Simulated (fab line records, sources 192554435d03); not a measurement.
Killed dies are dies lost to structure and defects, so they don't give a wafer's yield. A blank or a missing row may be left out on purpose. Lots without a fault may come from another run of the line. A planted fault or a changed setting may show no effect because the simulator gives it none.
fab line records | flow n5_finfet
record lots=24 wafers=72 last_day=18
route steps=1938 shown BEOL_M15@1812 PASS1_DEP@1831 MIM_BOT_LITHO@1862
lots that met no fault: from a run of the same line without faults
start_h: hours from the record's first day to the start of the lot's first wafer shown | wait_h: hours since the lot's step before | " the same as in the row above | L1.1+2: a row that stands for several wafers | - no value, or no start given | * or withheld: withheld | < > ~ a bound
route shown NAME@n: a module of which the file shows steps, and the number in the route of the first | usual: mean/standard deviation of fault-free wafers | same: alike in all rows | chamber/n: place in a boat | sites: the reading at each site | _std_site: their standard deviation | _edge_site: outer sites' mean less inner sites' | radius_mm: how far each site lies from the wafer's centre | mask NAME#n: copy n | behind: the tool/chamber that last shaped the wafer | hold: why the lot was held/for how many hours/how that ended | device: the transistor (n, p or np) that didn't switch | end of line: the same wafers' tests at the end of the route | a step without rows: its recipe alone | killed: dies lost to structure and defects at the first sort, not the wafer's yield | map: a wafer's dies, x killed, . not, _ none there
set.NAME: the setting as run; set.NAME@STEP: as run at that earlier step | model.NAME: the simulator's own value behind a step, which no gauge read
steps of the route over a sample of lots; a table a step, a row a wafer
services: from which hour (start_h, from the record's first day; less than 0 if before it) a tool's chamber was out of use, for how many hours, and why
## steps
# step N5_BEOL_M15_STRIP_62
# recipe chemistry=O2 power_w=600 temp_c=60 pressure_mtorr=30 rf_frequency_hz=6e+07 bias_power_w=0 overash_fraction=0.3 o2_flow_sccm=225
# usual drypump_motor_current_A=5.7/0.39 oes_product_au=0.82/0.098 rf_vpp_V=3.6/0.48 showerhead_plenum_p_Torr=2.13/0.058 throttle_valve_pct=16.60/0.29
# same overash_fraction=0.3
# columns lot.wafer tool chamber start_h wait_h drypump_motor_current_A oes_product_au rf_hours_counter_h rf_vpp_V showerhead_plenum_p_Torr throttle_valve_pct
L075.2 rie_diel-02 0 - - 6.6 0.68 243 3.8 1.97 16.86
L075.3 " 1 " " 6.0 0.75 169 3.0 2.08 16.28
L075.4 " 2 " " 5.1 0.74 178 3.1 2.18 17.03
L074.4 rie_diel-03 1 - - 5.5 0.95 7 3.0 2.04 16.25
L074.5 " 2 " " 5.8 0.92 - 3.9 2.07 16.55
L074.6 " 1 " " 5.5 0.95 - 2.5 2.04 16.25
L076.2 rie_diel-06 0 - - 5.3 0.84 87 3.9 2.13 16.61
L076.3 " 2 " " 6.1 0.75 176 3.3 2.19 16.97
L076.6 " 2 " " 6.1 0.75 - 3.4 2.19 16.96
L077.1 rie_diel-06 0 - - 5.3 0.82 89 3.1 2.13 16.61
L077.2 " 1 " " 5.8 0.70 241 4.1 2.16 16.99
L077.4 " 3 " " 5.7 0.97 1 3.7 2.15 16.41
L079.1 rie_diel-03 1 - - 5.5 0.94 17 3.7 2.03 16.28
L079.4 " 3 " " 5.6 0.72 235 3.1 2.06 16.81
L079.5 " 1 " " 5.5 0.93 - 3.7 2.03 16.29
L078.1 rie_diel-06 0 - - 5.4 0.83 96 3.9 2.13 16.64
L078.2 " 3 " " 5.7 0.94 7 3.5 2.15 16.39
L078.4 " 1 " " 5.7 0.70 248 4.0 2.16 16.99
L080.2 rie_diel-02 3 - - 5.6 0.97 6 3.5 2.15 16.22
L080.4 " 0 " " 6.6 0.97 3 3.8 2.23 16.35
L080.5 " 0 " " 6.6 0.96 - 3.8 2.23 16.35
L081.3 rie_diel-02 1 - - 6.0 0.74 182 3.6 2.08 16.31
L081.5 " 1 " " 6.0 0.73 - 3.3 2.08 16.31
L081.6 " 0 " " 6.5 0.96 - 3.0 2.23 16.33
L082.2 rie_diel-03 3 - - 5.5 0.70 239 3.4 2.06 16.82
L082.3 " 0 " " 5.3 0.75 188 2.9 2.19 16.83
L082.6 " 0 " " 5.3 0.76 - 3.7 2.19 16.79
L085.3 rie_diel-06 2 - - 6.1 0.72 200 3.5 2.18 17.01
L085.5 " 1 " " 5.8 0.97 - 3.3 2.15 16.50
L085.6 " 2 " " 6.1 0.73 - 3.6 2.18 17.01
L086.1 rie_diel-02 1 - - 6.0 0.72 193 4.0 2.07 16.34
L086.3 " 3 " " 5.6 0.94 20 3.8 2.15 16.25
L086.5 " 3 " " 5.6 0.93 - 3.5 2.15 16.24
L083.3 rie_diel-06 2 - - 6.1 0.73 203 3.0 2.18 17.02
L083.4 " 0 " " 5.4 0.80 112 2.7 2.12 16.67
L083.5 " 1 " " 5.8 0.96 - 4.1 2.15 16.49
L084.4 rie_diel-02 0 - - 6.6 0.92 18 3.4 2.22 16.36
L084.5 " 1 " " 6.0 0.73 - 3.3 2.07 16.32
L084.6 " 0 " " 6.6 0.92 - 3.2 2.22 16.37
L088.2 rie_diel-06 0 - - 5.4 0.80 113 2.7 2.12 16.68
L088.3 " 1 " " 5.8 0.96 9 3.8 2.15 16.48
L088.6 " 2 " " 6.1 0.72 - 3.8 2.18 17.03
L087.1 rie_diel-06 3 - - 5.7 0.89 29 3.4 2.14 16.45
L087.3 " 2 " " 6.1 0.73 207 4.8 2.18 17.02
L087.4 " 3 " " 5.7 0.88 - 4.0 2.14 16.46
L090.3 rie_diel-02 0 - - 6.6 0.90 23 3.8 2.22 16.36
L090.4 " 2 " " 5.1 0.70 212 3.7 2.17 17.08
L090.5 " 0 " " 6.6 0.91 - 3.7 2.22 16.38
L091.1 rie_diel-02 2 - - 5.1 0.70 212 3.8 2.17 17.08
L091.3 " 0 " " 6.6 0.90 24 2.9 2.22 16.39
L091.6 " 1 " " 6.0 0.72 - 3.8 2.07 16.36
L089.1 rie_diel-02 0 - - 6.6 0.90 24 3.9 2.22 16.38
L089.2 " 2 " " 5.1 0.70 212 3.2 2.17 17.10
L089.4 " 1 " " 6.0 0.73 201 3.5 2.07 16.34
L092.3 rie_diel-06 0 - - 5.4 0.79 126 2.7 2.12 16.68
L092.4 " 3 " " 5.7 0.87 39 3.7 2.13 16.48
L092.5 " 0 " " 5.4 0.78 - 2.7 2.12 16.70
L094.1 rie_diel-06 1 - - 5.8 0.93 17 3.1 2.15 16.51
L094.5 " 3 " " 5.7 0.87 - 4.0 2.13 16.47
L094.6 " 2 " " 6.1 0.72 - 3.6 2.17 17.04
L095.3 rie_diel-03 3 - - 5.5 0.94 4 3.8 2.05 16.32
L095.4 " 2 " " 5.8 0.87 55 2.7 2.06 16.61
L095.5 " 2 " " 5.8 0.87 - 4.4 2.06 16.63
L093.1 rie_diel-03 3 - - 5.5 0.94 8 3.8 2.05 16.33
L093.4 " 0 " " 5.3 0.74 216 4.3 2.18 16.86
L093.6 " 0 " " 5.3 0.73 - 2.9 2.18 16.83
L097.1 rie_diel-02 1 - - 6.0 0.71 218 4.1 2.06 16.37
L097.2 " 0 " " 6.6 0.86 42 3.6 2.21 16.41
L097.4 " 3 " " 5.6 0.89 45 3.5 2.14 16.29
L096.1 rie_diel-03 3 - - 5.6 0.91 13 4.9 2.05 16.35
L096.3 " 1 " " 5.5 0.87 53 3.6 2.02 16.34
L096.6 " 3 " " 5.5 0.92 - 3.7 2.05 16.34
# step N5_BEOL_M15_SPUTTER_44
# recipe material=Ta target_thk_a=150 temp_c=50 bias_v=80 power_w=15000 chamber_pressure_pa=0.07 time_s=24.19
# usual cathode_dc_power_W=15000/2.6 throttle_valve_pct=30.0/1.1
# columns lot.wafer tool chamber start_h wait_h cathode_dc_power_W throttle_valve_pct
L075.2 pvd_sputter-03 - 261.95 0.0 14998 30.8
L075.3 " - " " 15001 29.1
L075.4 " - " " 14999 28.9
L074.4 pvd_sputter-03 - 263.89 0.0 15000 29.3
L074.5 " - " " 15004 29.2
L074.6 " - " " 14999 28.9
L076.2 pvd_sputter-01 - 274.58 0.0 15000 30.6
L076.3 " - " " 14998 30.0
L076.6 " - " " 14998 30.7
L077.1 pvd_sputter-03 - 279.53 0.0 15001 28.8
L077.2 " - " " 15000 30.9
L077.4 " - " " 15003 29.3
L079.1 pvd_sputter-03 - 299.18 0.0 15003 28.5
L079.4 " - " " 14997 29.4
L079.5 " - " " 15001 31.0
L078.1 pvd_sputter-01 - 299.47 0.0 15001 30.3
L078.2 " - " " 15002 30.9
L078.4 " - " " 14999 27.9
L080.2 pvd_sputter-01 - 302.15 0.0 15002 27.8
L080.4 " - " " 15002 30.9
L080.5 " - " " 14995 30.8
L081.3 pvd_sputter-02 - 305.31 0.0 15001 30.6
L081.5 " - " " 15002 31.5
L081.6 " - " " 15004 30.6
L082.2 pvd_sputter-03 - 314.89 0.0 15005 29.0
L082.3 " - " " 14998 29.3
L082.6 " - " " 15007 28.9
L085.3 pvd_sputter-01 - 345.32 0.0 14999 27.8
L085.5 " - " " 15002 30.7
L085.6 " - " " 14999 30.3
L086.1 pvd_sputter-02 - 348.83 0.0 15000 30.5
L086.3 " - " " 14993 31.6
L086.5 " - " " 15001 31.8
L083.3 pvd_sputter-01 - 351.08 0.0 15003 30.2
L083.4 " - " " 15002 30.5
L083.5 " - " " 15001 28.0
L084.4 pvd_sputter-03 - 351.44 0.0 14998 28.4
L084.5 " - " " 15007 30.9
L084.6 " - " " 15002 29.3
L088.2 pvd_sputter-01 - 351.48 0.0 15005 27.9
L088.3 " - " " 15001 30.7
L088.6 " - " " 15004 30.7
L087.1 pvd_sputter-01 - 357.63 0.0 15000 30.3
L087.3 " - " " 15002 30.7
L087.4 " - " " 15001 30.8
L090.3 pvd_sputter-03 - 364.36 0.0 14997 29.2
L090.4 " - " " 15002 28.7
L090.5 " - " " 14998 29.0
L091.1 pvd_sputter-02 - 364.99 0.0 14999 29.6
L091.3 " - " " 14999 30.7
L091.6 " - " " 15001 31.7
L089.1 pvd_sputter-01 - 365.01 0.0 15000 30.5
L089.2 " - " " 15000 30.1
L089.4 " - " " 15002 28.0
L092.3 pvd_sputter-03 - 391.37 0.0 15002 28.8
L092.4 " - " " 14999 28.7
L092.5 " - " " 14998 29.3
L094.1 pvd_sputter-01 - 393.49 0.0 15003 30.8
L094.5 " - " " 15000 30.4
L094.6 " - " " 15004 31.0
L095.3 pvd_sputter-03 - 398.64 0.0 15000 29.0
L095.4 " - " " 15002 29.4
L095.5 " - " " 14997 28.7
L093.1 pvd_sputter-01 - 413.78 0.0 14997 31.0
L093.4 " - " " 14999 30.1
L093.6 " - " " 15005 30.7
L097.1 pvd_sputter-02 - 420.14 0.0 15002 31.8
L097.2 " - " " 15001 31.3
L097.4 " - " " 14997 30.7
L096.1 pvd_sputter-02 - 423.96 0.0 14997 31.5
L096.3 " - " " 14994 29.7
L096.6 " - " " 15000 29.8
# step N5_BEOL_M15_ANNEAL_48
# recipe temp_c=225 time_s=90 ambient=N2
# usual wafer_temp_C_max=225.91/0.24
# columns lot.wafer tool chamber start_h wait_h wafer_temp_C_max
L075.2 rtp_anneal-01 0 262.44 0.2 225.74
L075.3 " 0 " " 225.87
L075.4 " 0 " " 225.43
L074.4 rtp_anneal-02 0 264.93 0.7 225.91
L074.5 " 0 " " 225.98
L074.6 " 0 " " 225.80
L076.2 rtp_anneal-02 0 275.07 0.2 226.33
L076.3 " 0 " " 226.17
L076.6 " 0 " " 226.13
L077.1 rtp_anneal-02 0 279.97 0.2 225.81
L077.2 " 0 " " 225.71
L077.4 " 0 " " 226.05
L079.1 rtp_anneal-02 0 299.62 0.2 226.16
L079.4 " 0 " " 225.75
L079.5 " 0 " " 225.80
L078.1 rtp_anneal-02 0 299.91 0.2 225.89
L078.2 " 0 " " 225.94
L078.4 " 0 " " 225.75
L080.2 rtp_anneal-02 0 302.63 0.2 225.95
L080.4 " 0 " " 226.01
L080.5 " 0 " " 225.87
L081.3 rtp_anneal-01 0 305.84 0.2 225.39
L081.5 " 0 " " 225.73
L081.6 " 0 " " 225.62
L082.2 rtp_anneal-02 0 315.37 0.2 226.06
L082.3 " 0 " " 226.36
L082.6 " 0 " " 226.23
L085.3 rtp_anneal-02 0 346.31 0.6 225.77
L085.5 " 0 " " 226.13
L085.6 " 0 " " 225.79
L086.1 rtp_anneal-01 0 349.40 0.3 225.86
L086.3 " 0 " " 226.15
L086.5 " 0 " " 226.00
L083.3 rtp_anneal-01 0 351.88 0.5 225.85
L083.4 " 0 " " 225.86
L083.5 " 0 " " 225.89
L084.4 rtp_anneal-01 0 352.19 0.4 225.86
L084.5 " 0 " " 225.79
L084.6 " 0 " " 225.64
L088.2 rtp_anneal-02 0 352.51 0.6 225.59
L088.3 " 0 " " 225.54
L088.6 " 0 " " 225.73
L087.1 rtp_anneal-01 0 358.16 0.3 226.17
L087.3 " 0 " " 225.91
L087.4 " 0 " " 225.97
L090.3 rtp_anneal-02 0 364.89 0.2 225.82
L090.4 " 0 " " 226.06
L090.5 " 0 " " 225.74
L091.1 rtp_anneal-01 0 365.57 0.3 225.65
L091.3 " 0 " " 225.90
L091.6 " 0 " " 225.78
L089.1 rtp_anneal-01 0 366.02 0.7 225.74
L089.2 " 0 " " 225.99
L089.4 " 0 " " 226.17
L092.3 rtp_anneal-01 0 391.90 0.2 226.05
L092.4 " 0 " " 225.74
L092.5 " 0 " " 226.18
L094.1 rtp_anneal-01 0 393.93 0.2 225.73
L094.5 " 0 " " 225.93
L094.6 " 0 " " 225.80
L095.3 rtp_anneal-01 0 399.17 0.2 226.10
L095.4 " 0 " " 225.95
L095.5 " 0 " " 225.68
L093.1 rtp_anneal-01 0 414.33 0.3 225.76
L093.4 " 0 " " 225.71
L093.6 " 0 " " 225.68
L097.1 rtp_anneal-01 0 420.58 0.2 226.00
L097.2 " 0 " " 225.71
L097.4 " 0 " " 225.71
L096.1 rtp_anneal-01 0 425.15 0.9 225.89
L096.3 " 0 " " 225.94
L096.6 " 0 " " 225.81
# step N5_BEOL_M15_THK_MEAS_50
# recipe thk_meas_gauge=xrf reads=Cu_of_BEOL_M15_ECD_47
# usual M15_THK=829/19
# columns lot.wafer tool chamber start_h wait_h M15_THK[nm]
L075.2 film_metro-01 - 262.99 - 839
L075.3 " - " " 830
L075.4 " - " " 811
L074.4 film_metro-02 - 265.45 - 817
L074.5 " - " " 801
L074.6 " - " " 834
L076.2 film_metro-02 - 275.62 - 820
L076.3 " - " " 809
L076.6 " - " " 800
L077.1 film_metro-02 - 280.57 - 836
L077.2 " - " " 813
L077.4 " - " " 827
L079.1 film_metro-01 - 300.22 - 830
L079.4 " - " " 806
L079.5 " - " " 856
L078.1 film_metro-02 - 300.50 - 827
L078.2 " - " " 851
L078.4 " - " " 847
L080.2 film_metro-01 - 303.19 - 799
L080.4 " - " " 836
L080.5 " - " " 823
L081.3 film_metro-02 - 306.34 - 845
L081.5 " - " " 864
L081.6 " - " " 860
L082.2 film_metro-02 - 315.92 - 801
L082.3 " - " " 817
L082.6 " - " " 822
L085.3 film_metro-02 - 346.81 - 845
L085.5 " - " " 854
L085.6 " - " " 821
L086.1 film_metro-01 - 349.99 - 852
L086.3 " - " " 804
L086.5 " - " " 862
L083.3 film_metro-01 - 352.38 - 860
L083.4 " - " " 809
L083.5 " - " " 847
L084.4 film_metro-01 - 352.65 - 845
L084.5 " - " " 846
L084.6 " - " " 848
L088.2 film_metro-01 - 353.29 - 841
L088.3 " - " " 815
L088.6 " - " " 834
L087.1 film_metro-02 - 358.75 - 816
L087.3 " - " " 838
L087.4 " - " " 813
L090.3 film_metro-01 - 365.39 - 853
L090.4 " - " " 818
L090.5 " - " " 833
L091.1 film_metro-01 - 366.16 - 807
L091.3 " - " " 840
L091.6 " - " " 815
L089.1 film_metro-02 - 366.62 - 799
L089.2 " - " " 814
L089.4 " - " " 815
L092.3 film_metro-01 - 392.40 - 808
L092.4 " - " " 826
L092.5 " - " " 830
L094.1 film_metro-01 - 394.53 - 846
L094.5 " - " " 807
L094.6 " - " " 866
L095.3 film_metro-02 - 399.68 - 803
L095.4 " - " " 821
L095.5 " - " " 814
L093.1 film_metro-02 - 414.92 - 847
L093.4 " - " " 820
L093.6 " - " " 839
L097.1 film_metro-02 - 421.18 - 853
L097.2 " - " " 835
L097.4 " - " " 792
L096.1 film_metro-01 - 425.74 - 824
L096.3 " - " " 854
L096.6 " - " " 834
# step N5_PASSIVATION_PECVD_00
# recipe material=SiO2 target_thk_a=2000 temp_c=400 precursor=SiH4/N2O pressure_torr=2.7 rf_w=608 time_s=11.2
# usual heater_power_w=676/94 showerhead_plenum_p_Torr=8.13/0.097 throttle_valve_pct=50.5/1.8
# columns lot.wafer tool chamber start_h wait_h heater_power_w showerhead_plenum_p_Torr since_wet_clean_h throttle_valve_pct
L075.2 pecvd-02 2 264.14 0.7 562 8.01 214 49.0
L075.3 " 0 " " 598 8.18 968 49.2
L075.4 " 1 " " 720 8.11 - 50.5
L074.4 pecvd-02 2 266.60 0.4 545 8.02 - 48.7
L074.5 " 1 " " 789 8.09 - 50.8
L074.6 " 0 " " 599 8.17 - 48.9
L076.2 pecvd-02 1 276.77 0.7 723 8.10 1706 50.6
L076.3 " 2 " " 518 8.04 227 49.0
L076.6 " 1 " " 756 8.11 - 50.8
L077.1 pecvd-01 2 281.71 0.8 661 8.02 411 48.5
L077.2 " 1 " " 640 8.04 1892 52.1
L077.4 " 0 " " 563 8.13 - 54.8
L079.1 pecvd-02 0 301.36 0.8 721 8.14 1005 49.3
L079.4 " 1 " " 683 8.10 - 50.9
L079.5 " 2 " " 580 8.01 - 49.2
L078.1 pecvd-04 1 301.65 0.8 822 8.27 1549 50.1
L078.2 " 0 " " 716 8.13 824 51.1
L078.4 " 1 " " 812 8.26 - 49.7
L080.2 pecvd-02 1 304.33 0.7 759 8.10 1733 50.9
L080.4 " 0 " " 651 8.18 - 49.0
L080.5 " 1 " " 774 8.12 - 50.7
L081.3 pecvd-04 0 307.49 0.5 618 8.11 830 51.6
L081.5 " 1 " " 752 8.27 - 49.7
L081.6 " 0 " " 622 8.13 - 50.8
L082.2 pecvd-04 1 317.06 0.7 750 8.29 1565 49.8
L082.3 " 0 " " 671 8.14 840 51.3
L082.6 " 2 " " 755 8.28 - 49.3
L085.3 pecvd-04 0 347.95 0.5 691 8.15 871 51.1
L085.5 " 2 " " 801 8.27 - 49.4
L085.6 " 1 " " 683 8.29 - 49.8
L086.1 pecvd-02 1 351.14 0.8 733 8.11 1780 50.9
L086.3 " 0 " " 629 8.18 1055 49.1
L086.5 " 1 " " 749 8.11 - 50.7
L083.3 pecvd-04 2 353.52 0.5 874 8.31 122 49.2
L083.4 " 1 " " 772 8.26 - 50.0
L083.5 " 2 " " 874 8.31 - 49.3
L084.4 pecvd-01 0 353.82 0.4 616 8.13 - 55.1
L084.5 " 2 " " 697 8.00 - 48.6
L084.6 " 1 " " 580 8.04 - 52.1
L088.2 pecvd-04 0 354.46 0.7 584 8.17 877 51.5
L088.3 " 1 " " 798 8.28 1602 50.0
L088.6 " 1 " " 809 8.28 - 50.1
L087.1 pecvd-04 1 359.91 0.8 694 8.29 1608 49.8
L087.3 " 2 " " 814 8.30 129 49.4
L087.4 " 2 " " 795 8.28 - 49.4
L090.3 pecvd-01 1 366.53 0.5 593 8.05 1977 52.1
L090.4 " 0 " " 542 8.15 - 55.2
L090.5 " 1 " " 624 8.06 - 52.4
L091.1 pecvd-02 0 367.30 0.8 709 8.18 1071 49.0
L091.3 " 1 " " 791 8.09 1796 50.9
L091.6 " 0 " " 700 8.16 - 49.2
L089.1 pecvd-02 0 367.76 0.8 730 8.18 1072 49.2
L089.2 " 1 " " 714 8.09 1797 50.4
L089.4 " 2 " " 556 8.01 - 49.5
L092.3 pecvd-01 0 393.54 0.5 510 8.13 1279 54.9
L092.4 " 1 " " 522 8.04 - 52.0
L092.5 " 0 " " 527 8.13 - 54.8
L094.1 pecvd-02 1 395.71 0.8 696 8.10 1825 50.6
L094.5 " 0 " " 608 8.17 - 49.1
L094.6 " 1 " " 708 8.09 - 50.9
L095.3 pecvd-01 0 400.85 0.5 534 8.14 1286 54.9
L095.4 " 2 " " 688 8.02 - 48.6
L095.5 " 0 " " 564 8.14 - 55.0
L093.1 pecvd-01 0 416.06 0.8 578 8.13 1301 54.7
L093.4 " 2 " " 712 8.02 - 49.0
L093.6 " 1 " " 644 8.04 - 51.9
L097.1 pecvd-04 0 422.32 0.8 608 8.14 945 51.7
L097.2 " 2 " " 856 8.29 191 49.7
L097.4 " 1 " " 787 8.28 - 50.0
L096.1 pecvd-01 0 426.89 0.8 632 8.14 1312 54.9
L096.3 " 2 " " 786 8.02 556 49.0
L096.6 " 2 " " 613 7.99 - 48.8
# step N5_MIM_BOT_LITHO_CD_MEAS_08
# recipe target_cd_nm=3000 landing_energy_ev=500 detector=se_inlens polarity=opening
# usual cd_nm=3000.4/2.1
# same landing_energy_ev=500
# columns lot.wafer tool chamber start_h wait_h cd_nm
L075.2 cd_sem-01 0 269.61 - 2999.4
L075.3 " 0 " " 2998.6
L075.4 " 0 " " 2999.6
L074.4 cd_sem-03 0 270.78 - 2999.6
L074.5 " 0 " " 2998.2
L074.6 " 0 " " 2997.6
L076.2 cd_sem-03 0 280.36 - 3001.9
L076.3 " 0 " " 3003.7
L076.6 " 0 " " 3002.7
L077.1 cd_sem-02 0 287.00 - 2997.1
L077.2 " 0 " " 2998.7
L077.4 " 0 " " 3000.1
L079.1 cd_sem-03 0 306.25 - 3003.0
L079.4 " 0 " " 3000.7
L079.5 " 0 " " 3001.9
L078.1 cd_sem-02 0 306.31 - 3000.8
L078.2 " 0 " " 3001.2
L078.4 " 0 " " 3000.7
L080.2 cd_sem-02 0 306.97 - 3004.1
L080.4 " 0 " " 3002.1
L080.5 " 0 " " 2999.6
L081.3 cd_sem-03 0 311.50 - 3001.2
L081.5 " 0 " " 2998.5
L081.6 " 0 " " 3000.2
L082.2 cd_sem-03 0 322.46 - 3001.6
L082.3 " 0 " " 3003.8
L082.6 " 0 " " 3001.7
L085.3 cd_sem-02 0 350.83 - 3001.7
L085.5 " 0 " " 3002.0
L085.6 " 0 " " 3005.2
L086.1 cd_sem-02 0 353.89 - 2998.2
L086.3 " 0 " " 2998.7
L086.5 " 0 " " 3001.1
L083.3 cd_sem-01 0 355.84 - 3000.1
L083.4 " 0 " " 2999.7
L083.5 " 0 " " 2997.9
L084.4 cd_sem-02 0 356.41 - 3004.3
L084.5 " 0 " " 3004.3
L084.6 " 0 " " 2998.5
L088.2 cd_sem-03 0 358.63 - 2998.2
L088.3 " 0 " " 2994.4
L088.6 " 0 " " 3000.1
L087.1 cd_sem-02 0 365.52 - 3001.0
L087.3 " 0 " " 2999.1
L087.4 " 0 " " 3000.0
L090.3 cd_sem-02 0 371.15 - 3000.6
L090.4 " 0 " " 3001.6
L090.5 " 0 " " 3001.5
L091.1 cd_sem-03 0 371.36 - 2998.8
L091.3 " 0 " " 3000.5
L091.6 " 0 " " 2998.4
L089.1 cd_sem-02 0 371.53 - 3001.9
L089.2 " 0 " " 3002.7
L089.4 " 0 " " 2997.9
L092.3 cd_sem-02 0 396.11 - 3001.4
L092.4 " 0 " " 2999.2
L092.5 " 0 " " 3001.7
L094.1 cd_sem-01 0 400.52 - 2999.0
L094.5 " 0 " " 2998.5
L094.6 " 0 " " 3002.7
L095.3 cd_sem-03 0 406.17 - 3003.4
L095.4 " 0 " " 3000.5
L095.5 " 0 " " 3001.6
L093.1 cd_sem-03 0 421.01 - 2996.3
L093.4 " 0 " " 2998.3
L093.6 " 0 " " 2998.4
L097.1 cd_sem-01 0 426.09 - 3001.2
L097.2 " 0 " " 3001.6
L097.4 " 0 " " 2998.5
L096.1 cd_sem-03 0 431.35 - 2999.0
L096.3 " 0 " " 3000.3
L096.6 " 0 " " 3000.3
## services
# columns tool chamber start_h hours kind
rie_diel-06 3 250.46 - clean
rie_diel-06 3 250.46 - consumable_replace:focus_ring
rie_diel-06 3 250.46 18.2 scheduled_down
rie_diel-06 3 250.46 18.2 vent_cycle
pecvd-02 2 251.26 2.1 scheduled_down
rie_diel-02 3 261.39 - clean
rie_diel-02 3 261.39 - consumable_replace:focus_ring
rie_diel-02 3 261.39 21.8 scheduled_down
rie_diel-02 3 261.39 21.8 vent_cycle
pecvd-04 - 269.27 1.5 repair
rie_diel-02 0 283.23 - clean
rie_diel-02 0 283.23 - consumable_replace:focus_ring
rie_diel-02 0 283.23 - consumable_replace:showerhead
rie_diel-02 0 283.23 12.3 scheduled_down
pecvd-01 1 284.69 6.8 repair
pecvd-01 - 286.81 3.3 repair
rie_diel-02 - 315.59 2.8 pm
rie_diel-03 - 343.13 14.6 pm
rie_diel-06 1 352.47 9.0 repair
pecvd-04 1 364.40 29.3 repair
rie_diel-03 1 388.84 3.2 repair
pecvd-01 - 408.68 6.0 pm
pvd_sputter-01 - 408.88 1.5 repair
pecvd-02 - 419.29 4.3 pm
## key
fault none
